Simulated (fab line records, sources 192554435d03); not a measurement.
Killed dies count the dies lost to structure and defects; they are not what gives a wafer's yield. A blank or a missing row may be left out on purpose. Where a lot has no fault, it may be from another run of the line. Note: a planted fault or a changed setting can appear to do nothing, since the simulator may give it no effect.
Which of the tools did it? ; flow n5 finfet ; 33 wafers from 11 lots sampled at 4 of the route's 1938 steps

## WHAT THE GAUGES SHOWED, per wafer
N5_BEOL_M12_CD_MEAS_10 targets a cd of 140 nm.
lot;measured;on;cd nm (nm)
L557;day 11 06:29;cd sem-02;138.7 140.5 140.4
L560;day 11 10:38;cd sem-01;140.2 140.2 140.3
L561;day 12 11:24;cd sem-02;140.1 140.6 139.1
L562;day 12 11:50;cd sem-01;138.8 138.8 139.7
L563;day 12 12:30;cd sem-02;140.6 138.3 141.2
L564;day 12 22:13;cd sem-02;132.5 132.9 131.0
L565;day 13 14:17;cd sem-03;141.0 140.3 139.4
L570;day 14 11:26;cd sem-03;134.3 134.1 133.7
L577;day 16 06:42;cd sem-03;139.3 140.1 142.3
L579;day 16 06:55;cd sem-03;139.7 140.5 138.6
L578;day 16 17:13;cd sem-01;140.8 140.6 138.7

## TOOL THAT RAN EACH LOT (tool first, then ch and the chambers of the sampled wafers, then the start)
lot;N5_BEOL_M11_ALD_74;N5_BEOL_M11_DEP_56;N5_BEOL_M12_PEB_08
L557;ald metal-04 ch 0,2, day 11 04:01;pecvd-02 ch 0,1,2, day 11 05:56;litho track-01 ch 0, day 11 06:22
L560;ald metal-04 ch 1,2,3, day 11 08:09;pecvd-01 ch 0,1,2, day 11 09:58;litho track-04 ch 0, day 11 10:32
L561;ald metal-04 ch 0,1,3, day 12 09:01;pecvd-03 ch 0,1,2, day 12 10:50;litho track-01 ch 0, day 12 11:17
L562;ald metal-01 ch 0,1,2, day 12 09:18;pecvd-01 ch 0,1,2, day 12 11:17;litho track-01 ch 0, day 12 11:43
L563;ald metal-04 ch 0,1, day 12 09:28;pecvd-03 ch 1,2, day 12 11:49;litho track-04 ch 0, day 12 12:23
L564;ald metal-01 ch 2,3, day 12 19:49;pecvd-01 ch 0,1, day 12 21:32;litho track-04 ch 0, day 12 22:06
L565;ald metal-02 ch 0,3, day 13 11:58;pecvd-02 ch 0,1, day 13 13:35;litho track-01 ch 0, day 13 14:10
L570;ald metal-01 ch 0,1, day 14 08:29;pecvd-01 ch 0,1, day 14 10:46;litho track-04 ch 0, day 14 11:20
L577;ald metal-04 ch 0,2,3, day 16 04:34;pecvd-01 ch 0,2, day 16 06:05;litho track-01 ch 0, day 16 06:35
L579;ald metal-01 ch 0,2, day 16 04:43;pecvd-02 ch 0,2, day 16 06:22;litho track-01 ch 0, day 16 06:48
L578;ald metal-02 ch 0,1, day 16 14:57;pecvd-02 ch 0,1,2, day 16 16:39;litho track-04 ch 0, day 16 17:06
- N5_BEOL_M11_ALD_74: deposits TaN, target thk 2 nm, pulse time 2 s, purge time 3 s.
- N5_BEOL_M11_DEP_56: deposits SiCN from 3MS/NH3, target thk 30 nm, time 10.5 s.
- N5_BEOL_M12_PEB_08: peb time 90 s.

## THE ANSWER, worked out from the rows above alone
Rule: the usual values come from the lots themselves. Put in order of their means at a reading, lots are off if they are a third of the lots or fewer, leave a main group of 4 or more, and stand apart from it by a gap of 3 or more times the standard deviation of the main group's means; of several such gaps the widest counts. If all means in a main group match to the digits the tables above print for the reading, that group is not used. A lot without any number at a reading at which 4 lots or more have one is off too. All remaining lots with rows at the step are treated as sound.
Off: L564, L570, at N5_BEOL_M12_CD_MEAS_10 (cd nm). Main group: mean 140.0 nm, sd 0.4.
A tool fits if, at a process step before that reading, it ran every lot that is off, and no sound lot after the first of them. The gauges at N5_BEOL_M12_CD_MEAS_10 are tried like those tools. None of those tried fits.

## WHAT THE SIMULATOR HAD PUT IN
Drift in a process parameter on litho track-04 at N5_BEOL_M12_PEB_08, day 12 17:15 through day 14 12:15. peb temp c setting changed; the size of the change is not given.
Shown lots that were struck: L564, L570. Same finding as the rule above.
